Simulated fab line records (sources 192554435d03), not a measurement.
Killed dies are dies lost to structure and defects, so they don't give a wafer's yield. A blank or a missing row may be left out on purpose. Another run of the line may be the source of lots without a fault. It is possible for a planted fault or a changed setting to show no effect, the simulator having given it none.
Chamber matching    flow n5 finfet    N5_BEOL_M14_ETCH_59 on rie diel-05 has 4 sister chambers
The step etches BARC in N2/H2, target depth 89 nm, overetch 26.7 nm, time 67.9 s. 8 wafers are shown with their chamber, then 10 later ones without.

== EACH WAFER AND ITS CHAMBER ==
wafer   chamber  showerhead plenum p Torr (Torr)  drypump motor current A (A)
L076.2  0        2.46                             5.5
L077.3  1        2.48                             5.4
L084.3  0        2.45                             5.5
L084.4  1        2.48                             5.5
L086.4  2        2.67                             6.4
L086.5  3        2.48                             5.8
L093.1  3        2.47                             5.7
L093.2  2        2.67                             6.5

== WAFERS WITH NO CHAMBER GIVEN ==
wafer   showerhead plenum p Torr (Torr)  drypump motor current A (A)
L093.6  2.67                             6.5
L089.3  2.67                             6.5
L089.4  2.47                             5.7
L089.5  2.47                             5.7
L095.1  2.47                             5.5
L095.3  2.45                             5.5
L095.5  2.47                             5.5
L096.1  2.47                             5.8
L096.2  2.45                             5.5
L096.5  2.45                             5.5

== EACH ONE'S CHAMBER ==
wafer   from the rows above      in truth
L093.6  2                        2
L089.3  2                        2
L089.4  3                        3
L089.5  3                        3
L095.1  can't be placed: 1 or 0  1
L095.3  0                        0
L095.5  can't be placed: 1 or 0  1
L096.1  3                        3
L096.2  0                        0
L096.5  0                        0
8 of 10 placed correctly. Not placeable from these rows: 2 (in 2, the candidates include the true chamber). Placed wrongly: 0.
How it was worked out, from the rows above alone: a wafer's distance from a chamber is the root of the sum, over the readings, of the square of ((its reading less the chamber's mean) divided by the reading's scatter). The wafer belongs to the nearest chamber; if the next one is less than 2 further off, it can't be placed. Each chamber's mean is taken over the wafers shown for it. The scatter is the square root of a quotient: the sum, over the shown wafers, of each reading's squared deviation from its chamber's mean, divided by wafers minus chambers.
